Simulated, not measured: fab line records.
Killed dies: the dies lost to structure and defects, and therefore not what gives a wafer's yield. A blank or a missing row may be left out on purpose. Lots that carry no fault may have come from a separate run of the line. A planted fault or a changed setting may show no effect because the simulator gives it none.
Struck lot and sound lot, side by side :: flow n5-finfet :: 37 out of 1938 route steps
Sound: these wafers, L737.2, L737.4, L737.5. Struck: wafer L731.5; the same lot's L731.6 was not struck, so it is left out; see the end for the cause.
For every step that has rows: the tool of each side, followed by ch and its chambers, followed by its first start. Under that, the readings that differ: sound wafers :: struck wafers :: difference of the means :: sigmas: that difference in standard deviations of wafers without a fault.
alike: same words and numbers on both sides, and readings whose means sit less than 2 such deviations apart. not compared: any withheld reading, any reading some wafer has no value for, any bound like >300 that may hide the same value, and any number with overlapping values for which the record gives no deviation.
The two part at a step that has a row with sigmas, a row that says differs or no value, or rows on one side only. When numbers do not overlap yet have no deviation, they are printed without sigmas and do not part them. A reading that every wafer of one side lacks parts them only if that side has two wafers or more.

first, 11 steps without rows for these wafers: N5_BEOL_M12_TRENCH_ETCH_34 (etches SiOC in C4F8/O2/Ar, target depth 318.95 nm, time 125.5 s); N5_BEOL_M12_STRIP_70 (strips in C4F8/O2/Ar); N5_BEOL_M12_STRIP_37 (strips in N2/H2); N5_BEOL_M12_ETCH_38 (etches SiCN in CF4/N2, target depth 68.7 nm, time 73.4 s); N5_BEOL_M12_PRECLEAN_39 (cleans in residue remover, time 60 s); N5_BEOL_M12_SRD_40 (time 30 s, dry time 30 s); N5_BEOL_M12_DEGAS_41 (time 60 s); N5_BEOL_M12_PRE_CLEAN_42 (time 30 s); N5_BEOL_M12_SPUTTER_43 (material TaN, target thk 15 nm, time 24.19 s); N5_BEOL_M12_SPUTTER_44 (material Ta, target thk 10 nm, time 16.13 s); N5_BEOL_M12_SPUTTER_45 (material Cu, target thk 80 nm, time 13.33 s).
N5_BEOL_M12_ECD_47: material Cu, target thk 720 nm.
  sound on ecd-cu-01 ch 0,1, day 18 03:08; struck on ecd-cu-02 ch 0, day 16 20:51
reading: model.Cu_of_BEOL_M12_ECD_47.thk-nm (nm)
sound: 724 714.2 724.8
struck: 233.4
difference: -487.6
sigmas: 
then, 1 step without rows for these wafers: N5_BEOL_M12_ANNEAL_48 (time 90 s).
N5_BEOL_M12_CMP_49: polishes, stops on SiOC, t overpolish 20.6 s, target thk 320 nm.
  sound on cmp-02 ch 0,1, day 18 03:40; struck on cmp-02 ch 3, day 16 21:28
reading: motor-current-A (A)
sound: 4.9 5.1 5.0
struck: 6.7
difference: +1.7
sigmas: +2

reading: model.Cu_of_BEOL_M12_ECD_47.thk-nm (nm)
sound: 327.6 314 315.8
struck: 233.4
difference: -85.7
sigmas: 
  alike: edge-zone-pressure-frac, platen-rpm
N5_BEOL_M12_THK_MEAS_50: measures by xrf.
  sound on film-metro-02 at day 18 03:57; struck on film-metro-02 at day 16 21:37
reading: M12_THK (nm)
sound: 329 317 318
struck: 233
difference: -88
sigmas: -20
then, 2 steps without rows for these wafers: N5_BEOL_M12_PRE_CLEAN_52 (time 15 s); N5_BEOL_M12_DEP_53 (deposits SiCN from 3MS/NH3, target thk 30 nm, time 10.5 s).
N5_BEOL_M12_RS_MEAS_54: measures by four-point-probe.
  sound on film-metro-01 at day 18 04:05; struck on film-metro-02 at day 16 21:44
reading: M12_RS (ohm/sq)
sound: 0.0585 0.0611 0.0607
struck: 0.0835
difference: +0.0234
sigmas: +27
then, 17 steps without rows for these wafers: N5_BEOL_M13_ILD_DEP_00 (deposits SiOC from DEMS/O2, target thk 837.92 nm, time 166.4 s); N5_BEOL_M13_COAT_58 (time 60 s, resist thk 89 nm); N5_BEOL_M13_COAT_04 (resist thk 400 nm); N5_BEOL_M13_EBR_06; N5_BEOL_M13_SOFTBAKE_05 (time 60 s); N5_BEOL_M13_EXPOSE_07 (exposes mask V12); N5_BEOL_M13_PEB_08 (peb time 90 s); N5_BEOL_M13_DEVELOP_09 (develop time 45 s); N5_BEOL_M13_HARDBAKE_14 (time 120 s); N5_BEOL_M13_DESCUM_15 (chemistry O2, time 7.9 s); N5_BEOL_M13_ETCH_59 (etches BARC in N2/H2, target depth 89 nm, overetch 26.7 nm, time 67.9 s); N5_BEOL_M13_VIA_ETCH_16 (etches SiOC in C4F8/O2/Ar, target depth 921.7 nm); N5_BEOL_M13_STRIP_63 (strips in N2/H2); N5_BEOL_M13_STRIP_64 (strips in N2/H2); N5_BEOL_M13_STRIP_71 (strips in post etch residue remover, time 60 s); N5_BEOL_M13_SRD_72 (time 30 s, dry time 30 s); N5_BEOL_M13_COAT_65 (time 60 s, resist thk 350 nm).
N5_BEOL_M15_RC_MEAS_101:
  sound on prober-01 ch 0, day 18 23:12; struck on prober-01 ch 0, day 17 22:48
reading: COMB_M7 (S/m)
sound: 3.2e-11 4.8e-11 1.8e-11
struck: 1.9e-11
difference: -1.4e-11
sigmas: -2

reading: SERP_M12 (ohm/um)
sound: 0.616 0.652 0.643
struck: 0.888
difference: +0.251
sigmas: +15

reading: SERP_M12_max_site (ohm/um)
sound: 0.627 0.664 0.653
struck: 0.916
difference: +0.268
sigmas: +14

reading: SERP_M14 (ohm/um)
sound: 0.171 0.159 0.164
struck: 0.151
difference: -0.014
sigmas: -2

reading: SERP_M7 (ohm/um)
sound: 14.2 14.8 14.3
struck: 12.9
difference: -1.5
sigmas: -3
  alike: COMB_M10, COMB_M11, COMB_M13, COMB_M14, COMB_M15, COMB_M5, COMB_M6, COMB_M8, COMB_M9, SERP_M10, SERP_M11, SERP_M11_max_site, SERP_M13, SERP_M5, SERP_M6, SERP_M8, SERP_M8_max_site, SERP_M9
N5_PASSIVATION_PROBE_49:
  sound on prober-01 at day 19 14:32; struck on prober-01 at day 18 17:17
  alike: defect-limited-yield, killed_at_M0_to_M3, killed_at_M4_up, killed-at-contacts, killed-at-front-end, killed-at-other, killed-dies, killed-open, killed-short, sort_bin_5_function, sort_bin_6_memory, sort_bin_8_speed, sort-n-pass

## WHERE THEY PART
Earliest at N5_BEOL_M12_CMP_49; latest, in this record, at N5_BEOL_M15_RC_MEAS_101. Later steps at which nothing parts them and some readings are alike: N5_PASSIVATION_PROBE_49.

WHY: whatever the simulator had introduced
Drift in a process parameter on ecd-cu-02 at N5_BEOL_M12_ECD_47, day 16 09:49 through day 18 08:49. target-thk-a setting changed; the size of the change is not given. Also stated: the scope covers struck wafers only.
